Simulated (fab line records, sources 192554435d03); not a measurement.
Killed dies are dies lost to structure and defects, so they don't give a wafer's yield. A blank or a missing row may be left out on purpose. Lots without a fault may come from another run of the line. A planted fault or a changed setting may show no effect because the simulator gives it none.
One fault seen from 2 desks | flow n5_finfet | each desk has only its own numbers; what lay behind them comes last

THE TOOL OWNER'S DESK: implanter-02
The tool's own readings at N5_WELL_APT_IMPLANT_32: means of the sampled wafers that have a number, for each lot that ran on this tool. A lot is out of limits, marked OUT, if its mean lies more than 4 standard deviations from the usual mean; the brackets give that distance.
Columns: A = beam_energy_keV at N5_WELL_APT_IMPLANT_32, usual 50.001
lot  | first seen here | A
L826 | day 2 03:45     | 49.999
L828 | day 2 15:44     | 49.989
L832 | day 3 15:46     | 49.997
L834 | day 4 03:33     | 50.017
L836 | day 4 15:25     | 49.995
L838 | day 5 03:44     | 50.020
L839 | day 5 09:21     | 67.740 (+99 or more) OUT
L842 | day 6 03:08     | 67.758 (+99 or more) OUT
This desk's finding: out of limits on L839, L842; first on L839, day 5 09:21 (beam_energy_keV at N5_WELL_APT_IMPLANT_32). In limits: L826, L828, L832, L834, L836, L838.

THE METROLOGY DESK
What the gauges read, lot by lot, whatever tool the lot ran on: means of the sampled wafers that have a number. A lot is out of limits, marked OUT, if its mean lies more than 4 standard deviations from the usual mean; the brackets give that distance.
Columns: A = cd_nm at N5_WELL_APT_CD_MEAS_08, usual 199.8 nm
lot  | first seen here | A
L826 | day 2 01:50     | 201.8
L827 | day 2 07:59     | 198.4
L828 | day 2 13:45     | 198.2
L829 | day 2 19:57     | 198.0
L830 | day 3 01:52     | 199.6
L831 | day 3 07:41     | 198.0
L832 | day 3 13:49     | 199.7
L833 | day 3 19:47     | 199.8
L834 | day 4 02:01     | 198.1
L836 | day 4 13:47     | 201.2
L838 | day 5 02:06     | 199.9
L839 | day 5 07:43     | 199.4
L842 | day 6 01:40     | 200.4
This desk's finding: nothing out of limits on any of the 13 lots.

PUT TOGETHER
The tool owner's desk could have raised an alarm at day 5 09:21, on L839, L842.
The metrology desk saw nothing out of limits.
The metrology desk has L839, L842 on record, within its limits.
Of the lots named, all ran N5_WELL_APT_IMPLANT_32 on implanter-02.

WHAT THE SIMULATOR HAD PUT IN
Process parameter drift: implanter-02, from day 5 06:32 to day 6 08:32, at N5_WELL_APT_IMPLANT_32. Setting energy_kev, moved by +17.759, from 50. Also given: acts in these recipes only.
Lots struck among those shown: L839, L842.
Hours from the fault's start to each desk's first reading out of limits: the tool owner's desk, 3.
